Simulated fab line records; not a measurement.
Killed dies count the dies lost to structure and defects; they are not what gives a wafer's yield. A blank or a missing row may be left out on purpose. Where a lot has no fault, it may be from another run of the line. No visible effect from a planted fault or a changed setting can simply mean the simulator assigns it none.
fab line records	flow n5Finfet
record: lots: 24	wafers: 72	lastDay: 18
route steps=1938 shown BEOL_M1@765
lots untouched by any fault: they come from a run of this same line in which no faults occurred
startH: start of the lot's first displayed wafer, in hours after the record's first day	waitH: hours elapsed since this lot's preceding step	" as in the row above	L1.1+2: one row covering several wafers at once	- value missing, or start not given	* or withheld: withheld	< > ~ a bound
route shown NAME@n: names a module that has steps shown in the file, with the first one's number in the route	usual: mean/standard deviation taken from wafers without a fault	same: alike in all rows	chamber/n: place in a boat	sites: readings site by site	_std_site: standard deviation of those values	_edge_site: outer sites' mean less inner sites'	radiusMm: how far each site lies from the wafer's centre	mask NAME#n: copy n	behind: the most recent tool/chamber to have shaped the wafer	hold: why the lot was held/for how many hours/how that ended	device: the n, p or np transistor that did not switch	end of line: tests of these same wafers at the route's end	where a step has no rows: the recipe by itself	killed: not the wafer's yield, but the dies lost to structure and defects at the first sort	map: a wafer's dies, marking killed ones x, the rest . and places with no die _
set.NAME: the setting the step ran with; set.NAME@STEP: the setting that earlier step ran with	model.NAME: the simulator's own value behind a step, which no gauge read
route steps across a sampled set of lots; one table per step, one row per wafer
services: a tool's chamber out of use, with start hour (startH, from the record's first day; less than 0 if before it), hours out, and reason
== steps ==
step: N5_BEOL_M1_OVL_MEAS_12
recipe: pointsPerWafer: 522
usual: M1_OVL: 0.3/0.57
lot.wafer	tool	chamber	startH	waitH	M1_OVL[nm]
L074.2	overlay-01	0	127.34	0.0	0.2
L074.5	"	0	"	"	0.2
L074.6	"	0	"	"	0.8
L075.2	overlay-02	0	127.98	0.0	0.4
L075.3	"	0	"	"	0.1
L075.5	"	0	"	"	-0.4
L076.1	overlay-02	0	136.45	0.0	-0.2
L076.2	"	0	"	"	0.3
L076.5	"	0	"	"	-0.2
L077.1	overlay-02	0	140.15	0.0	0.0
L077.2	"	0	"	"	1.0
L077.5	"	0	"	"	0.0
L078.1	overlay-02	0	142.97	0.0	1.1
L078.4	"	0	"	"	1.3
L078.6	"	0	"	"	1.1
L079.2	overlay-02	0	159.48	0.0	0.1
L079.3	"	0	"	"	0.0
L079.4	"	0	"	"	0.4
L080.1	overlay-01	0	162.97	0.0	1.5
L080.3	"	0	"	"	1.1
L080.4	"	0	"	"	1.0
L081.2	overlay-02	0	166.07	0.0	1.1
L081.5	"	0	"	"	0.6
L081.6	"	0	"	"	0.7
L082.1	overlay-01	0	168.91	0.0	-0.6
L082.5	"	0	"	"	0.0
L082.6	"	0	"	"	0.0
L083.1	overlay-01	0	175.88	0.0	-0.6
L083.3	"	0	"	"	-0.2
L083.4	"	0	"	"	-1.1
L084.1	overlay-01	0	185.63	0.0	0.1
L084.3	"	0	"	"	0.0
L084.6	"	0	"	"	0.5
L085.1	overlay-01	0	189.18	0.0	-0.7
L085.3	"	0	"	"	0.9
L085.6	"	0	"	"	0.3
L086.3	overlay-01	0	194.80	0.0	1.7
L086.4	"	0	"	"	0.0
L086.5	"	0	"	"	1.1
L087.1	overlay-01	0	205.32	0.0	1.0
L087.4	"	0	"	"	0.8
L087.5	"	0	"	"	0.1
L088.1	overlay-01	0	205.62	0.0	-0.6
L088.3	"	0	"	"	-0.7
L088.6	"	0	"	"	0.1
L089.1	overlay-01	0	217.06	0.0	0.8
L089.3	"	0	"	"	-0.2
L089.5	"	0	"	"	0.4
L090.2	overlay-01	0	217.14	0.0	0.2
L090.4	"	0	"	"	0.8
L090.6	"	0	"	"	0.5
L091.1	overlay-02	0	225.04	0.0	0.3
L091.5	"	0	"	"	0.5
L091.6	"	0	"	"	0.0
L092.4	overlay-02	0	229.53	0.0	0.6
L092.5	"	0	"	"	0.5
L092.6	"	0	"	"	0.3
L093.2	overlay-02	0	235.21	0.0	0.3
L093.4	"	0	"	"	-0.3
L093.5	"	0	"	"	0.3
L094.2	overlay-02	0	240.04	0.0	1.3
L094.4	"	0	"	"	0.6
L094.6	"	0	"	"	0.4
L095.1	overlay-02	0	245.26	0.0	0.2
L095.4	"	0	"	"	0.1
L095.5	"	0	"	"	0.8
L096.2	overlay-01	0	256.69	0.0	0.7
L096.4	"	0	"	"	0.1
L096.6	"	0	"	"	0.7
L097.4	overlay-01	0	266.78	0.0	1.0
L097.5	"	0	"	"	0.9
L097.6	"	0	"	"	-0.8
step: N5_BEOL_M1_CD_MEAS_28
recipe: landingEnergyEv: 500	detector: seInlens	targetCdYNm: 23.3
usual: cdNm: 23.90/0.23
lot.wafer	tool	chamber	startH	waitH	cdNm
L074.2	cdSem-03	0	128.45	-	24.15
L074.5	"	0	"	"	24.33
L074.6	"	0	"	"	24.09
L075.2	cdSem-03	0	129.04	-	23.53
L075.3	"	0	"	"	23.94
L075.5	"	0	"	"	23.84
L076.1	cdSem-01	0	137.57	-	23.97
L076.2	"	0	"	"	23.95
L076.5	"	0	"	"	24.05
L077.1	cdSem-02	0	141.04	-	23.51
L077.2	"	0	"	"	23.66
L077.5	"	0	"	"	23.91
L078.1	cdSem-02	0	143.97	-	24.43
L078.4	"	0	"	"	23.70
L078.6	"	0	"	"	23.75
L079.2	cdSem-01	0	160.56	-	23.95
L079.3	"	0	"	"	24.11
L079.4	"	0	"	"	23.98
L080.1	cdSem-01	0	163.91	-	23.48
L080.3	"	0	"	"	23.90
L080.4	"	0	"	"	23.68
L081.2	cdSem-03	0	166.91	-	23.68
L081.5	"	0	"	"	23.71
L081.6	"	0	"	"	23.54
L082.1	cdSem-03	0	169.78	-	23.90
L082.5	"	0	"	"	23.40
L082.6	"	0	"	"	23.54
L083.1	cdSem-03	0	176.79	-	23.59
L083.3	"	0	"	"	23.61
L083.4	"	0	"	"	24.06
L084.1	cdSem-01	0	186.47	-	24.08
L084.3	"	0	"	"	23.67
L084.6	"	0	"	"	24.07
L085.1	cdSem-02	0	190.46	-	23.68
L085.3	"	0	"	"	23.95
L085.6	"	0	"	"	23.58
L086.3	cdSem-02	0	195.82	-	24.08
L086.4	"	0	"	"	23.48
L086.5	"	0	"	"	24.10
L087.1	cdSem-02	0	206.41	-	23.94
L087.4	"	0	"	"	23.90
L087.5	"	0	"	"	23.62
L088.1	cdSem-03	0	206.59	-	24.13
L088.3	"	0	"	"	24.07
L088.6	"	0	"	"	23.88
L089.1	cdSem-01	0	217.99	-	23.84
L089.3	"	0	"	"	23.96
L089.5	"	0	"	"	24.01
L090.2	cdSem-03	0	218.13	-	23.85
L090.4	"	0	"	"	23.79
L090.6	"	0	"	"	24.18
L091.1	cdSem-01	0	226.05	-	23.91
L091.5	"	0	"	"	23.92
L091.6	"	0	"	"	23.55
L092.4	cdSem-01	0	230.73	-	24.02
L092.5	"	0	"	"	24.31
L092.6	"	0	"	"	24.02
L093.2	cdSem-02	0	236.04	-	23.83
L093.4	"	0	"	"	23.85
L093.5	"	0	"	"	23.76
L094.2	cdSem-01	0	241.00	-	23.72
L094.4	"	0	"	"	23.63
L094.6	"	0	"	"	23.36
L095.1	cdSem-01	0	246.26	-	23.95
L095.4	"	0	"	"	23.71
L095.5	"	0	"	"	23.99
L096.2	cdSem-02	0	257.53	-	23.92
L096.4	"	0	"	"	23.71
L096.6	"	0	"	"	24.31
L097.4	cdSem-02	0	267.97	-	24.34
L097.5	"	0	"	"	23.90
L097.6	"	0	"	"	24.01
step: N5_BEOL_M1_ETCH_69
recipe: chemistry: CF4	target: SiARC	targetDepthA: 156	maskMaterial: CAR-EUV	timeS: 26	ionEnergyEv: 80	pressureMtorr: 40	sourceW: 545	biasW: 36	Ar_flow_sccm: 100	cf4FlowSccm: 100	ends: cleared
usual: drypumpMotorCurrentA: 5.8/0.37	etchRfOnTimeS: 26.5/0.85	oesProductAu: 0.64/0.062	rfVppV: 184.2/1.1	showerheadPlenumPTorr: 2.15/0.059	throttleValvePct: 15.69/0.29
lot.wafer	tool	chamber	startH	waitH	drypumpMotorCurrentA	etchRfOnTimeS	oesProductAu	rfHoursCounterH	rfVppV	showerheadPlenumPTorr	throttleValvePct
L074.2	rieDiel-04	2	128.63	0.0	6.4	25.3	0.59	216	185.9	2.19	15.89
L074.5	"	3	"	"	5.3	26.4	0.64	-	185.3	2.21	15.89
L074.6	"	0	"	"	6.1	26.9	0.74	-	185.1	2.18	15.15
L075.2	rieDiel-03	1	129.21	0.0	5.7	27.3	0.60	179	186.1	2.22	15.77
L075.3	"	3	"	"	6.4	27.6	0.58	250	185.0	2.19	15.60
L075.5	"	0	"	"	6.2	26.5	0.61	-	185.3	2.20	15.94
L076.1	rieDiel-06	1	137.75	0.0	5.3	27.3	0.63	129	185.1	2.15	15.62
L076.2	"	3	"	"	6.0	26.8	0.61	187	184.7	2.04	15.90
L076.5	"	3	"	"	6.0	27.1	0.61	-	183.4	2.04	15.88
L077.1	rieDiel-06	1	141.21	0.0	5.3	27.1	0.64	131	185.9	2.15	15.59
L077.2	"	2	"	"	5.5	25.1	0.71	69	183.0	2.08	15.52
L077.5	"	3	"	"	6.0	26.8	0.61	-	182.3	2.04	15.89
L078.1	rieDiel-03	1	144.14	0.0	5.7	27.1	0.60	187	184.4	2.22	15.79
L078.4	"	3	"	"	6.3	27.1	0.57	-	183.4	2.18	15.61
L078.6	"	0	"	"	6.2	26.5	0.60	-	184.8	2.20	15.93
L079.2	rieDiel-03	1	160.74	0.0	5.7	27.4	0.59	193	184.8	2.22	15.81
L079.3	"	3	"	"	6.3	27.7	0.57	263	182.9	2.18	15.62
L079.4	"	3	"	"	6.3	27.7	0.57	-	184.7	2.18	15.62
L080.1	rieDiel-04	2	164.09	0.0	6.4	25.5	0.59	228	185.1	2.19	15.91
L080.3	"	3	"	"	5.3	26.4	0.63	182	184.5	2.21	15.90
L080.4	"	1	"	"	6.3	26.8	0.64	139	184.2	2.23	15.61
L081.2	rieDiel-04	3	167.08	0.0	5.3	26.3	0.63	184	184.7	2.21	15.88
L081.5	"	1	"	"	6.3	26.6	0.63	-	187.2	2.23	15.61
L081.6	"	2	"	"	6.4	25.2	0.60	-	184.5	2.19	15.91
L082.1	rieDiel-04	1	170.06	0.0	6.3	26.5	0.64	141	185.9	2.23	15.60
L082.5	"	1	"	"	6.3	26.6	0.64	-	185.8	2.23	15.61
L082.6	"	0	"	"	6.1	26.5	0.74	-	184.7	2.17	15.19
L083.1	rieDiel-06	3	176.97	0.0	6.0	26.9	0.60	196	183.1	2.04	15.91
L083.3	"	1	"	"	5.3	27.2	0.63	138	183.6	2.15	15.62
L083.4	"	2	"	"	5.5	25.3	0.71	77	184.0	2.08	15.50
L084.1	rieDiel-03	1	186.64	0.0	5.7	27.0	0.58	203	183.9	2.22	15.84
L084.3	"	2	"	"	5.7	24.8	0.72	74	181.8	2.10	15.44
L084.6	"	1	"	"	5.7	27.2	0.59	-	183.3	2.22	15.83
L085.1	rieDiel-06	1	190.64	0.0	5.3	27.1	0.63	143	183.8	2.15	15.65
L085.3	"	0	"	"	5.4	25.7	0.61	193	184.7	2.13	16.08
L085.6	"	3	"	"	6.0	26.8	0.60	-	182.9	2.04	15.91
L086.3	rieDiel-06	3	195.99	0.0	6.0	27.0	0.60	202	182.3	2.04	15.90
L086.4	"	0	"	"	5.4	26.1	0.61	195	183.2	2.13	16.10
L086.5	"	1	"	"	5.3	27.5	0.62	-	183.2	2.15	15.63
L087.1	rieDiel-03	2	206.59	0.0	5.7	25.1	0.70	80	183.2	2.09	15.44
L087.4	"	0	"	"	6.2	26.4	0.58	245	184.4	2.19	15.99
L087.5	"	2	"	"	5.7	25.1	0.71	-	182.8	2.09	15.45
L088.1	rieDiel-04	1	206.77	0.0	6.3	27.1	0.62	153	185.1	2.23	15.62
L088.3	"	0	"	"	6.1	27.2	0.71	75	184.1	2.17	15.20
L088.6	"	3	"	"	5.3	26.5	0.62	-	185.6	2.20	15.92
L089.1	rieDiel-03	2	218.16	0.0	5.7	25.1	0.70	83	182.5	2.09	15.46
L089.3	"	0	"	"	6.2	25.8	0.59	248	184.7	2.19	15.98
L089.5	"	0	"	"	6.2	26.3	0.58	-	184.5	2.19	15.99
L090.2	rieDiel-03	0	218.30	0.0	6.2	26.9	0.58	248	184.7	2.19	15.98
L090.4	"	1	"	"	5.8	27.8	0.57	212	184.9	2.21	15.86
L090.6	"	3	"	"	6.3	27.5	0.78	-	185.2	2.18	15.11
L091.1	rieDiel-06	2	226.23	0.0	5.5	25.0	0.69	94	183.2	2.07	15.56
L091.5	"	0	"	"	5.4	25.9	0.61	-	184.0	2.13	16.11
L091.6	"	1	"	"	5.3	27.5	0.62	-	183.7	2.15	15.64
L092.4	rieDiel-03	3	231.11	0.0	6.3	27.3	0.77	-	184.5	2.18	15.13
L092.5	"	2	"	"	5.7	25.2	0.70	-	182.0	2.09	15.46
L092.6	"	1	"	"	5.8	27.4	0.57	-	186.1	2.21	15.87
L093.2	rieDiel-03	2	236.22	0.0	5.7	25.0	0.70	89	184.2	2.09	15.48
L093.4	"	1	"	"	5.7	27.6	0.57	-	183.8	2.21	15.86
L093.5	"	2	"	"	5.7	25.3	0.69	-	182.2	2.09	15.46
L094.2	rieDiel-03	2	241.17	0.0	5.7	25.1	0.70	90	182.4	2.09	15.48
L094.4	"	1	"	"	5.7	27.4	0.57	-	185.8	2.21	15.86
L094.6	"	2	"	"	5.7	25.2	0.70	-	181.3	2.09	15.48
L095.1	rieDiel-06	3	246.43	0.0	6.0	26.9	0.59	218	183.7	2.03	15.97
L095.4	"	0	"	"	5.4	25.6	0.61	208	184.2	2.13	16.11
L095.5	"	3	"	"	6.0	26.9	0.58	-	183.5	2.03	15.95
L096.2	rieDiel-06	1	257.88	0.0	5.3	27.5	0.61	164	183.0	2.14	15.67
L096.4	"	0	"	"	5.4	25.8	0.61	210	183.9	2.13	16.11
L096.6	"	2	"	"	5.5	25.4	0.68	-	182.2	2.07	15.56
L097.4	rieDiel-06	1	268.15	0.0	5.3	27.3	0.60	167	183.1	2.14	15.67
L097.5	"	0	"	"	5.4	25.4	0.60	-	182.6	2.12	16.13
L097.6	"	3	"	"	6.0	26.6	0.58	-	182.6	2.03	15.97
step: N5_BEOL_M1_SURFACE_TREAT_85
recipe: gas: Ar	timeS: *	ionEnergyEv: *	ionCurrentMaCm2: 0.5	pressureMtorr: *	arFlowSccm: 30
usual: throttleValvePct: *
lot.wafer	tool	chamber	startH	waitH	throttleValvePct
L074.2	pvdSputter-02	-	131.69	0.2	*
L074.5	"	-	"	"	*
L074.6	"	-	"	"	*
L075.2	pvdSputter-01	-	133.67	1.5	*
L075.3	"	-	"	"	*
L075.5	"	-	"	"	*
L076.1	pvdSputter-02	-	140.25	0.2	*
L076.2	"	-	"	"	*
L076.5	"	-	"	"	*
L077.1	pvdSputter-03	-	159.69	0.4	*
L077.2	"	-	"	"	*
L077.5	"	-	"	"	*
L078.1	pvdSputter-02	-	164.93	0.3	*
L078.4	"	-	"	"	*
L078.6	"	-	"	"	*
L079.2	pvdSputter-03	-	169.77	0.2	*
L079.3	"	-	"	"	*
L079.4	"	-	"	"	*
L080.1	pvdSputter-02	-	170.05	0.2	*
L080.3	"	-	"	"	*
L080.4	"	-	"	"	*
L081.2	pvdSputter-02	-	173.10	0.4	*
L081.5	"	-	"	"	*
L081.6	"	-	"	"	*
L082.1	pvdSputter-01	-	176.25	0.2	*
L082.5	"	-	"	"	*
L082.6	"	-	"	"	*
L083.1	pvdSputter-02	-	179.30	0.2	*
L083.3	"	-	"	"	*
L083.4	"	-	"	"	*
L084.1	pvdSputter-03	-	200.37	0.2	*
L084.3	"	-	"	"	*
L084.6	"	-	"	"	*
L085.1	pvdSputter-02	-	202.53	0.3	*
L085.3	"	-	"	"	*
L085.6	"	-	"	"	*
L086.3	pvdSputter-02	-	203.35	0.2	*
L086.4	"	-	"	"	*
L086.5	"	-	"	"	*
L087.1	pvdSputter-02	-	213.56	0.3	*
L087.4	"	-	"	"	*
L087.5	"	-	"	"	*
L088.1	pvdSputter-02	-	216.74	0.1	*
L088.3	"	-	"	"	*
L088.6	"	-	"	"	*
L089.1	pvdSputter-02	-	222.26	0.2	*
L089.3	"	-	"	"	*
L089.5	"	-	"	"	*
L090.2	pvdSputter-03	-	222.36	0.1	*
L090.4	"	-	"	"	*
L090.6	"	-	"	"	*
L091.1	pvdSputter-01	-	234.93	0.2	*
L091.5	"	-	"	"	*
L091.6	"	-	"	"	*
L092.4	pvdSputter-03	-	237.29	1.9	*
L092.5	"	-	"	"	*
L092.6	"	-	"	"	*
L093.2	pvdSputter-03	-	240.28	0.1	*
L093.4	"	-	"	"	*
L093.5	"	-	"	"	*
L094.2	pvdSputter-01	-	260.86	0.1	*
L094.4	"	-	"	"	*
L094.6	"	-	"	"	*
L095.1	pvdSputter-01	-	261.36	0.2	*
L095.4	"	-	"	"	*
L095.5	"	-	"	"	*
L096.2	pvdSputter-02	-	264.13	0.1	*
L096.4	"	-	"	"	*
L096.6	"	-	"	"	*
L097.4	pvdSputter-03	-	272.17	0.3	*
L097.5	"	-	"	"	*
L097.6	"	-	"	"	*
step: N5_BEOL_M1_SPUTTER_48
recipe: material: Cu	targetThkA: 45	tempC: -20	chamberPressurePa: 0.07	powerW: withheld	timeS: 8.29
usual: chamberPressurePa: 0.06999/0.00015	throttleValvePct: 30.0/1.1
lot.wafer	tool	chamber	startH	waitH	chamberPressurePa	throttleValvePct
L074.2	pvdSputter-02	-	132.13	0.2	0.0698	29.7
L074.5	"	-	"	"	0.06981	28.2
L074.6	"	-	"	"	0.06994	29.3
L075.2	pvdSputter-02	-	134.07	0.2	0.07002	29.4
L075.3	"	-	"	"	0.06993	31.5
L075.5	"	-	"	"	0.07018	27.9
L076.1	pvdSputter-03	-	140.53	0.1	0.07018	32.0
L076.2	"	-	"	"	0.07005	30.5
L076.5	"	-	"	"	0.07004	29.9
L077.1	pvdSputter-03	-	160.59	0.5	0.07011	29.7
L077.2	"	-	"	"	0.07007	28.9
L077.5	"	-	"	"	0.07027	29.9
L078.1	pvdSputter-02	-	165.21	0.1	0.07007	28.0
L078.4	"	-	"	"	0.0699	29.8
L078.6	"	-	"	"	0.06972	29.6
L079.2	pvdSputter-01	-	170.00	0.1	0.06997	30.1
L079.3	"	-	"	"	0.06991	29.6
L079.4	"	-	"	"	0.07012	31.1
L080.1	pvdSputter-02	-	170.29	0.1	0.06979	28.1
L080.3	"	-	"	"	0.06995	31.5
L080.4	"	-	"	"	0.07	29.4
L081.2	pvdSputter-03	-	173.36	0.1	0.07026	29.6
L081.5	"	-	"	"	0.07009	29.7
L081.6	"	-	"	"	0.07005	31.9
L082.1	pvdSputter-02	-	176.66	0.1	0.07005	29.8
L082.5	"	-	"	"	0.07008	29.5
L082.6	"	-	"	"	0.07014	31.6
L083.1	pvdSputter-01	-	179.59	0.2	0.0698	31.0
L083.3	"	-	"	"	0.07002	30.5
L083.4	"	-	"	"	0.06981	29.8
L084.1	pvdSputter-02	-	200.65	0.1	0.06978	29.8
L084.3	"	-	"	"	0.07017	28.2
L084.6	"	-	"	"	0.06986	29.9
L085.1	pvdSputter-01	-	202.86	0.2	0.07001	31.0
L085.3	"	-	"	"	0.06999	30.7
L085.6	"	-	"	"	0.07009	30.4
L086.3	pvdSputter-03	-	204.70	1.0	0.07023	31.8
L086.4	"	-	"	"	0.07019	29.0
L086.5	"	-	"	"	0.07023	31.5
L087.1	pvdSputter-02	-	214.42	0.6	0.07002	29.9
L087.4	"	-	"	"	0.06988	31.3
L087.5	"	-	"	"	0.06975	29.4
L088.1	pvdSputter-02	-	217.10	0.2	0.06997	31.4
L088.3	"	-	"	"	0.06983	28.3
L088.6	"	-	"	"	0.06997	29.9
L089.1	pvdSputter-03	-	222.50	0.1	0.07011	29.1
L089.3	"	-	"	"	0.07021	31.5
L089.5	"	-	"	"	0.06982	29.2
L090.2	pvdSputter-02	-	222.62	0.1	0.07002	30.1
L090.4	"	-	"	"	0.06977	29.5
L090.6	"	-	"	"	0.06997	31.4
L091.1	pvdSputter-03	-	235.45	0.3	0.0702	29.3
L091.5	"	-	"	"	0.07013	29.8
L091.6	"	-	"	"	0.07018	30.7
L092.4	pvdSputter-01	-	237.75	0.0	0.07011	30.8
L092.5	"	-	"	"	0.06992	31.3
L092.6	"	-	"	"	0.06986	30.0
L093.2	pvdSputter-02	-	240.83	0.1	0.06992	29.7
L093.4	"	-	"	"	0.07003	28.1
L093.5	"	-	"	"	0.06986	31.7
L094.2	pvdSputter-02	-	261.19	0.1	0.07007	28.0
L094.4	"	-	"	"	0.07025	30.0
L094.6	"	-	"	"	0.06992	28.2
L095.1	pvdSputter-01	-	261.82	0.2	0.07009	30.0
L095.4	"	-	"	"	0.06968	29.5
L095.5	"	-	"	"	0.06984	29.6
L096.2	pvdSputter-03	-	265.89	1.6	0.07021	30.6
L096.4	"	-	"	"	0.06996	31.9
L096.6	"	-	"	"	0.0701	30.8
L097.4	pvdSputter-03	-	272.65	0.1	0.06972	30.7
L097.5	"	-	"	"	0.07011	29.3
L097.6	"	-	"	"	0.07008	31.5
step: N5_BEOL_M1_CO_CAP_55
recipe: material: Co	targetThkA: 20	tempC: 200	precursor: CCTBA/H2	pressureTorr: 30	timeS: 102.1
usual: heaterPowerW: 236/16
lot.wafer	tool	chamber	startH	waitH	heaterPowerW
L074.2	cvdCo-02	2	134.78	0.0	247
L074.5	"	2	"	"	248
L074.6	"	0	"	"	228
L075.2	cvdCo-01	0	136.80	0.0	256
L075.3	"	1	"	"	252
L075.5	"	0	"	"	250
L076.1	cvdCo-01	1	143.16	0.0	254
L076.2	"	2	"	"	212
L076.5	"	0	"	"	249
L077.1	cvdCo-01	0	163.21	0.0	251
L077.2	"	1	"	"	254
L077.5	"	1	"	"	249
L078.1	cvdCo-01	0	167.83	0.0	252
L078.4	"	1	"	"	253
L078.6	"	0	"	"	248
L079.2	cvdCo-01	0	172.86	0.0	250
L079.3	"	2	"	"	201
L079.4	"	2	"	"	215
L080.1	cvdCo-02	1	172.92	0.0	228
L080.3	"	2	"	"	247
L080.4	"	2	"	"	244
L081.2	cvdCo-01	0	176.43	0.0	248
L081.5	"	2	"	"	207
L081.6	"	0	"	"	250
L082.1	cvdCo-02	0	179.30	0.0	224
L082.5	"	1	"	"	221
L082.6	"	0	"	"	229
L083.1	cvdCo-01	2	182.22	0.0	210
L083.3	"	0	"	"	249
L083.4	"	2	"	"	210
L084.1	cvdCo-02	0	203.28	0.0	229
L084.3	"	1	"	"	224
L084.6	"	0	"	"	226
L085.1	cvdCo-02	2	205.48	0.0	250
L085.3	"	1	"	"	225
L085.6	"	2	"	"	250
L086.3	cvdCo-01	2	207.38	0.1	214
L086.4	"	1	"	"	243
L086.5	"	1	"	"	258
L087.1	cvdCo-02	1	217.04	0.0	222
L087.4	"	2	"	"	250
L087.5	"	0	"	"	230
L088.1	cvdCo-02	0	219.73	0.0	228
L088.3	"	1	"	"	221
L088.6	"	1	"	"	226
L089.1	cvdCo-01	2	225.12	0.0	214
L089.3	"	1	"	"	247
L089.5	"	2	"	"	207
L090.2	cvdCo-02	0	225.24	0.0	231
L090.4	"	2	"	"	257
L090.6	"	1	"	"	230
L091.1	cvdCo-01	1	238.44	0.0	250
L091.5	"	0	"	"	253
L091.6	"	1	"	"	253
L092.4	cvdCo-02	2	240.52	0.0	248
L092.5	"	1	"	"	227
L092.6	"	0	"	"	228
L093.2	cvdCo-02	0	243.45	0.0	228
L093.4	"	2	"	"	247
L093.5	"	1	"	"	225
L094.2	cvdCo-02	2	263.82	0.0	250
L094.4	"	0	"	"	229
L094.6	"	2	"	"	249
L095.1	cvdCo-01	1	264.45	0.0	258
L095.4	"	0	"	"	249
L095.5	"	1	"	"	249
L096.2	cvdCo-02	0	268.60	0.0	228
L096.4	"	1	"	"	230
L096.6	"	2	"	"	249
L097.4	cvdCo-02	0	275.31	0.0	227
L097.5	"	2	"	"	253
L097.6	"	1	"	"	223
== services ==
tool	chamber	startH	hours	kind
cvdCo-01	-	109.41	6.9	pm
cvdCo-02	1	114.67	-	clean
cvdCo-02	1	114.67	22.0	scheduledDown
cvdCo-02	1	114.67	22.0	ventCycle
rieDiel-04	-	122.71	2.8	pm
pvdSputter-02	-	146.19	7.4	repair
rieDiel-03	3	166.76	-	clean
rieDiel-03	3	166.76	-	consumableReplace:focusRing
cvdCo-01	0	201.83	16.8	repair
rieDiel-06	0	211.47	8.5	repair
cvdCo-02	-	214.67	0.5	repair
rieDiel-03	0	224.48	-	clean
rieDiel-03	0	224.48	-	consumableReplace:focusRing
rieDiel-03	0	224.48	20.7	scheduledDown
rieDiel-03	0	224.48	20.7	ventCycle
rieDiel-04	2	234.06	-	clean
rieDiel-04	2	234.06	-	consumableReplace:focusRing
rieDiel-04	2	234.06	14.5	scheduledDown
rieDiel-04	2	234.06	14.5	ventCycle
rieDiel-03	-	272.06	0.8	repair
== key ==
fault none
